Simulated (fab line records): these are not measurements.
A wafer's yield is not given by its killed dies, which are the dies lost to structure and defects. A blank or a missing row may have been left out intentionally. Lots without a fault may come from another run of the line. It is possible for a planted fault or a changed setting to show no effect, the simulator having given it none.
Matching of chambers || flow nand_harc || NHARC_P_GATE_ETCH_32 on rie_si-06: 4 sister chambers
The step etches the open film in HBr/Cl2, target depth 150 nm, time 100.1 s. 4 wafers are shown with their chamber, then 12 later ones without.

EACH WAFER AND ITS CHAMBER
{"wafer": "L083.1", "chamber": 3, "drypump_motor_current_A (A)": 5.6}
{"wafer": "L083.6", "chamber": 0, "drypump_motor_current_A (A)": 6.5}
{"wafer": "L088.4", "chamber": 2, "drypump_motor_current_A (A)": 6.0}
{"wafer": "L088.5", "chamber": 1, "drypump_motor_current_A (A)": 4.6}

WAFERS WITHOUT THEIR CHAMBER
{"wafer": "L089.1", "drypump_motor_current_A (A)": 6.0}
{"wafer": "L089.4", "drypump_motor_current_A (A)": 6.5}
{"wafer": "L089.5", "drypump_motor_current_A (A)": 6.5}
{"wafer": "L091.1", "drypump_motor_current_A (A)": 6.0}
{"wafer": "L091.5", "drypump_motor_current_A (A)": 4.7}
{"wafer": "L091.6", "drypump_motor_current_A (A)": 6.0}
{"wafer": "L092.1", "drypump_motor_current_A (A)": 6.5}
{"wafer": "L092.2", "drypump_motor_current_A (A)": 4.6}
{"wafer": "L092.5", "drypump_motor_current_A (A)": 6.1}
{"wafer": "L094.1", "drypump_motor_current_A (A)": 6.0}
{"wafer": "L094.2", "drypump_motor_current_A (A)": 5.6}
{"wafer": "L094.6", "drypump_motor_current_A (A)": 6.0}

WHICH CHAMBER EACH ONE RAN IN
{"wafer": "L089.1", "from the rows above": 2, "in truth": 2}
{"wafer": "L089.4", "from the rows above": 0, "in truth": 0}
{"wafer": "L089.5", "from the rows above": 0, "in truth": 0}
{"wafer": "L091.1", "from the rows above": 2, "in truth": 2}
{"wafer": "L091.5", "from the rows above": 1, "in truth": 1}
{"wafer": "L091.6", "from the rows above": 2, "in truth": 2}
{"wafer": "L092.1", "from the rows above": 0, "in truth": 0}
{"wafer": "L092.2", "from the rows above": 1, "in truth": 1}
{"wafer": "L092.5", "from the rows above": 2, "in truth": 2}
{"wafer": "L094.1", "from the rows above": 2, "in truth": 2}
{"wafer": "L094.2", "from the rows above": 3, "in truth": 3}
{"wafer": "L094.6", "from the rows above": 2, "in truth": 2}
Placed correctly: 12 of 12. Number that these rows cannot place: 0. Placed wrongly: 0.
How it was worked out, from the rows above alone: a wafer's distance from a chamber is the root of the sum, over the readings, of the square of ((its reading less the chamber's mean) divided by the reading's scatter). The wafer belongs to the nearest chamber; if the next one is less than 2 further off, it can't be placed. Each chamber's mean is taken over the wafers shown for it. The scatter: with one shown wafer a chamber, the root of the mean of the squares of how far each hidden wafer lies from its nearest shown one.
